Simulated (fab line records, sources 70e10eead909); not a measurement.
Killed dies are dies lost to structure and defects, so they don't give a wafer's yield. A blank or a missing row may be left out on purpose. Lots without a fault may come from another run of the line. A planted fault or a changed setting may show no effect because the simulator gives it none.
A struck lot beside a sound one | flow nand_harc | 39 steps out of a route of 1302
Sound: wafers L339.2, L339.4, L339.5. Struck: wafer L347.2. (L347.3, L347.4 of the same lot were not struck and are left out.) The cause comes at the end.
At each step with rows: each side's tool, then ch and its chambers, then its first start. Under that, the readings that differ: sound wafers | struck wafers | difference of the means | sigmas: that difference in standard deviations of wafers without a fault.
alike: readings whose means differ by less than 2 such deviations, and words and numbers that are the same on both sides. not compared: withheld readings, readings that some wafer has no value for, bounds like >300 that may hide the same value, and numbers for which the record gives no deviation and whose values overlap.
The two part at a step that has a row with sigmas, a row that says differs or no value, or rows on one side only. Numbers that don't overlap but have no deviation are shown without sigmas and don't part them. A reading that every wafer of one side lacks parts them only if that side has two wafers or more.

first, 4 steps without rows for these wafers: NHARC_A_BONDPAD_EBR_05; NHARC_A_BONDPAD_EXPOSE_06 (exposes mask A BPAD); NHARC_A_BONDPAD_PEB_07 (peb time 80 s); NHARC_A_BONDPAD_DEVELOP_08 (time 50 s).
NHARC_A_BONDPAD_CD_MEAS_09: target cd 500 nm.
  sound on cd_sem-01 ch 0, day 26 13:43; struck on cd_sem-01 ch 0, day 30 09:05
  alike: cd_nm
NHARC_A_BONDPAD_OVL_MEAS_35:
  sound on overlay-01, day 26 13:49; struck on overlay-02, day 30 09:11
  alike: overlay_x_nm, overlay_y_nm
then, 1 step without rows for these wafers: NHARC_A_BONDPAD_HARDBAKE_10 (time 65 s).
NHARC_A_BONDPAD_DESCUM_11: chemistry O2, time 3 s.
  sound on rie_diel-13 ch 0,2, day 26 13:56; struck on rie_diel-10 ch 3, day 30 09:19
  alike: drypump_motor_current_A, oes_product_au, rf_vpp_V, showerhead_plenum_p_Torr, throttle_valve_pct
  not compared: rf_hours_counter_h
then, 2 steps without rows for these wafers: NHARC_A_BONDPAD_ETCH_34 (etches the open film in N2/H2, target depth 60 nm, overetch 18 nm, time 65.91 s); NHARC_A_BONDPAD_ETCH_12 (etches the open film in CHF3/O2, target depth 220 nm, time 110 s).
NHARC_A_BONDPAD_CD_MEAS_13:
  sound on cd_sem-03, day 26 14:15; struck on cd_sem-01, day 30 09:38
  alike: cd_nm
NHARC_A_BONDPAD_STRIP_15: strips in O2.
  sound on rie_diel-08 ch 1,2,3, day 26 14:19; struck on rie_diel-13 ch 2, day 30 09:43
  reading               | sound             | struck | difference | sigmas
  oes_product_au (a.u.) | 0.982 1.007 1.004 | 0.968  | -0.030     | -3
  alike: drypump_motor_current_A, rf_vpp_V, showerhead_plenum_p_Torr, throttle_valve_pct
  not compared: rf_hours_counter_h
NHARC_A_BONDPAD_ETCH_24: etches the open film in CF4/N2, target depth 30 nm, time 72.99 s.
  sound on rie_diel-08 ch 0,1,3, day 26 14:29; struck on rie_diel-13 ch 2, day 30 09:52
  reading                | sound                | struck | difference | sigmas
  throttle_valve_pct (%) | 19.801 19.813 19.814 | 19.787 | -0.022     | -2
  alike: drypump_motor_current_A, oes_product_au, rf_vpp_V, showerhead_plenum_p_Torr
  not compared: rf_hours_counter_h
then, 2 steps without rows for these wafers: NHARC_A_BONDPAD_STRIP_16 (strips in post etch residue remover, time 600 s); NHARC_A_BONDPAD_DEGAS_25 (time 60 s).
NHARC_A_BONDPAD_PRE_CLEAN_26: time 30 s.
  sound on pvd_sputter-03; struck on pvd_sputter-03
  alike: heater_power_w
NHARC_A_BONDPAD_PVD_17: deposits TaN, target thk 5 nm, time 8.06 s.
  sound on pvd_sputter-03; struck on pvd_sputter-03
  alike: throttle_valve_pct
then, 4 steps without rows for these wafers: NHARC_A_BONDPAD_PVD_27 (deposits Cu, target thk 30 nm, time 20.49 s); NHARC_A_BONDPAD_ECD_18 (material Cu, target thk 400 nm); NHARC_A_BONDPAD_ANNEAL_28 (time 90 s); NHARC_A_BONDPAD_CMP_19 (polishes, t overpolish 30 s, cu recess touch 16 s, target thk 169.82 nm).
NHARC_A_BONDPAD_THK_MEAS_20: measures by xrf.
  sound on film_metro-02, day 26 16:19; struck on film_metro-01, day 30 11:41
  alike: thk_nm
then, 6 steps without rows for these wafers: NHARC_A_BONDPAD_SRD_21 (time 30 s, dry time 20 s); NHARC_HYBRID_BOND_ACTIVATE_00 (chemistry N2, time 60 s); NHARC_HYBRID_BOND_PRECLEAN_01 (cleans in DIW, time 300 s); NHARC_HYBRID_BOND_SRD_02 (time 30 s, dry time 20 s); NHARC_HYBRID_BOND_BOND_03; NHARC_HYBRID_BOND_ANNEAL_04 (time 7200 s).
NHARC_HYBRID_BOND_OVL_MEAS_05:
  sound on overlay-01, day 27 02:59; struck on overlay-02, day 31 00:04
  alike: overlay_x_nm, overlay_y_nm
then, 2 steps without rows for these wafers: NHARC_THIN_TSV_GRIND_00; NHARC_THIN_TSV_CMP_01 (polishes).
NHARC_THIN_TSV_THK_MEAS_02: measures by ir.
  sound on film_metro-02, day 27 04:41; struck on film_metro-02, day 31 01:46
  alike: thk_nm
then, 3 steps without rows for these wafers: NHARC_THIN_TSV_SRD_03; NHARC_THIN_TSV_PRECLEAN_41 (cleans in SC1); NHARC_THIN_TSV_SRD_42.
NHARC_THIN_TSV_DEP_43: deposits SiO2, target thk 1328.5 nm.
  sound on pecvd-01 ch 0,2, day 27 04:54; struck on pecvd-02 ch 0, day 31 01:59
  alike: throttle_valve_pct
then, 2 steps without rows for these wafers: NHARC_THIN_TSV_DEHYDRATE_04 (time 120 s); NHARC_THIN_TSV_HMDS_05 (time 30 s).
NHARC_END_SORT_01:
  sound on prober-02 ch 0, day 28 00:22; struck on prober-01 ch 0, day 31 20:40
  reading                  | sound          | struck | difference | sigmas
  defect_limited_yield (%) | 90.4 90.1 88.6 | 83.3   | -6.4       | -2
  killed_at_array          | 58 64 68       | 109    | +46        | +3
  killed_dies              | 65 67 77       | 113    | +43        | +2
  sort_bin_2_pct (%)       | 3.8 3.7 3.4    | 7.1    | +3.5       | +3
  sort_bin_3_pct (%)       | 0.7 0.9 1.0    | 2.2    | +1.3       | +4
  sort_n_pass              | 612 610 600    | 564    | -43        | -2
  sort_yield_pct (%)       | 90.4 90.1 88.6 | 83.3   | -6.4       | -2
  alike: killed_at_other, killed_at_periphery, killed_open, killed_short, sort_bin_4_pct, sort_rim_yield_pct

WHERE THEY PART
First at NHARC_A_BONDPAD_STRIP_15; last, within this record, at NHARC_END_SORT_01.

WHY: what the simulator had put in
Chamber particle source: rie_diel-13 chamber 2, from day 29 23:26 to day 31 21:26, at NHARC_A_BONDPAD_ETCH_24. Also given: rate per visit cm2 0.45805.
